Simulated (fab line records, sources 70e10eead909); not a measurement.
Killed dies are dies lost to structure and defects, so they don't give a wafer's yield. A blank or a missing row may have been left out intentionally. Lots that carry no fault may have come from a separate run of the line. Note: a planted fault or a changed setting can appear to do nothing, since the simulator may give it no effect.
Code-filled problem report in 8D (eight disciplines) form	flow nand_harc	the parts of the form that need people (team, actions taken, sign-off) are left out

## 1. WHAT IS WRONG
Wafers without a fault read 1.002 a.u., standard deviation 0.0092; oes_product_au at NHARC_A_BONDPAD_ETCH_34 reads a mean of 0.832 a.u. on 2 wafers belonging to 2 lots. Measured from the usual mean, that is -18 standard deviations.
The step: etches the open film in N2/H2, target depth 60 nm, overetch 18 nm, time 65.91 s.
First seen on wafer L469.4, day 26 05:53, on rie_diel-05. The record holds 39 wafers of 13 lots with a number at this step. The rule behind "out" and "out of limits": a value lying over 4 standard deviations away from the usual mean. All remaining wafers that have a number are taken as sound.

## 2. WHAT IT IS, WHAT IT ISN'T
question	is	is not
which readings at this step	oes_product_au	drypump_motor_current_A, rf_vpp_V, showerhead_plenum_p_Torr, throttle_valve_pct
which lots	L467, L469	L461, L465, L476, L477, L478, L479, L480, L481, L482, L483, L484
which wafers of those lots	L467.3, L469.4	L467.1, L467.5, L469.1, L469.6
read on which tools	rie_diel-05	rie_diel-03, rie_diel-06
when	from day 26 05:53	up to then (8 sound wafers); but 29 sound wafers of L467, L476, L477, L478, L479, L480, L481, L482, L483, L484 came after

## 3. WHAT RULES OUT EACH SUSPECT
Counting: a tool at a process step up to the reading stays a suspect if it ran every lot that is out. Sound lots after the first of them don't rule it out here, since some wafers of a struck lot are sound.
- rie_diel-05 at NHARC_A_BONDPAD_ETCH_34 (etches the open film in N2/H2, target depth 60 nm, overetch 18 nm, time 65.91 s): kept. It processed each lot that is out (first: L469, day 26 05:53); up to then, its last sound lot is L465 (day 24 11:07). Out on those wafers are its own readings of oes_product_au.
- At NHARC_A_BONDPAD_ETCH_34, inside rie_diel-05: chamber 0 took the wafers that are out, while their sound lot-mates went through chambers 1, 2, 3.
Left after counting: rie_diel-05 at NHARC_A_BONDPAD_ETCH_34.

## 4. THE CAUSE (what the simulator had put in)
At NHARC_A_BONDPAD_ETCH_34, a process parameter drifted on rie_diel-05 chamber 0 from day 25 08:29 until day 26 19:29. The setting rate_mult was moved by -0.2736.
Only this tool survived the counting.

## 5. THE EFFECT CHAIN, in route order
Each row: a reading whose mean over the struck wafers that have a number lies more than 3 standard deviations from the usual. Only readings for which the record gives a usual standard deviation are gone through. hours: the time from each lot's start at the first step in this table that gives one to its start at this step, as a median over the lots. sigmas: the change in usual standard deviations.
hours	step	reading	usual	on struck wafers	change	sigmas
0	NHARC_A_BONDPAD_ETCH_34	oes_product_au	1.002 a.u.	0.832	-0.170	-18
The process steps in it:
- NHARC_A_BONDPAD_ETCH_34: etches the open film in N2/H2, target depth 60 nm, overetch 18 nm, time 65.91 s.
Later measuring or inspecting steps at which every struck wafer that the step has a row for has a number for every such reading, and none has moved that far: NHARC_END_SORT_01.

## 6. WHAT WOULD HAVE CAUGHT IT SOONER
21 hours passed between the start of the fault at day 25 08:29 and the first reading out of limits in this record, taken at day 26 05:53.
